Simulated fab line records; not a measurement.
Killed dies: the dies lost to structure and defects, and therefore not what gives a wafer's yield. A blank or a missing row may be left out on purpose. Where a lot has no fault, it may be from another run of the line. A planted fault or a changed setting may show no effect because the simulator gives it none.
Chamber matching | flow n5-finfet | N5_BEOL_M3_STRIP_19 on rie-diel-03 has 4 sister chambers
The step strips in O2. 14 wafers are shown with their chamber, then 7 later ones without.

## WAFERS, EACH WITH ITS CHAMBER
wafer  | chamber | drypump-motor-current-A (A) | showerhead-plenum-p-Torr (Torr) | throttle-valve-pct (%)
L075.1 | 0       | 6.7                         | 2.12                            | 16.68
L075.4 | 1       | 6.1                         | 2.17                            | 16.68
L075.6 | 0       | 6.7                         | 2.12                            | 16.69
L081.2 | 1       | 6.1                         | 2.16                            | 16.68
L081.3 | 2       | 4.9                         | 2.04                            | 16.33
L081.4 | 3       | 5.9                         | 2.18                            | 16.90
L086.1 | 0       | 6.8                         | 2.11                            | 16.71
L086.2 | 2       | 4.9                         | 2.04                            | 16.33
L086.4 | 3       | 5.9                         | 2.18                            | 16.91
L087.2 | 1       | 6.1                         | 2.16                            | 16.71
L087.4 | 2       | 4.9                         | 2.04                            | 16.36
L087.5 | 2       | 4.9                         | 2.04                            | 16.36
L089.1 | 2       | 4.9                         | 2.04                            | 16.36
L089.2 | 0       | 6.7                         | 2.11                            | 16.73

SIGNATURES (means of the wafers above)
reading                  | chamber 0 | chamber 1 | chamber 2 | chamber 3 | scatter within a chamber
drypump-motor-current-A  | 6.725     | 6.100     | 4.900     | 5.900     | 0.0274
showerhead-plenum-p-Torr | 2.1150    | 2.1633    | 2.0400    | 2.1800    | 0.00408
throttle-valve-pct       | 16.7025   | 16.6900   | 16.3480   | 16.9050   | 0.0179
Rule: a wafer's distance from a chamber is the root of the sum, over the readings, of the square of ((its reading less the chamber's mean) divided by the reading's scatter). If the next closest chamber is less than 2 further off than the closest, the wafer can't be placed; otherwise it belongs to the closest. The scatter is the square root of a quotient: the sum, over the shown wafers, of each reading's squared deviation from its chamber's mean, divided by wafers minus chambers.

## WAFERS MISSING THEIR CHAMBER
wafer  | drypump-motor-current-A (A) | showerhead-plenum-p-Torr (Torr) | throttle-valve-pct (%)
L089.6 | 4.9                         | 2.04                            | 16.34
L091.3 | 6.1                         | 2.16                            | 16.72
L091.4 | 4.9                         | 2.04                            | 16.35
L091.5 | 6.7                         | 2.11                            | 16.72
L092.1 | 4.8                         | 2.03                            | 16.34
L092.2 | 6.7                         | 2.11                            | 16.71
L092.5 | 4.8                         | 2.03                            | 16.35

## EACH ONE'S CHAMBER
wafer  | from the rows above | in truth
L089.6 | 2                   | 2
L091.3 | 1                   | 1
L091.4 | 2                   | 2
L091.5 | 0                   | 0
L092.1 | 2                   | 2
L092.2 | 0                   | 0
L092.5 | 2                   | 2
Correctly placed: 7 of 7. From these rows, 0 cannot be placed. Number placed wrongly: 0.
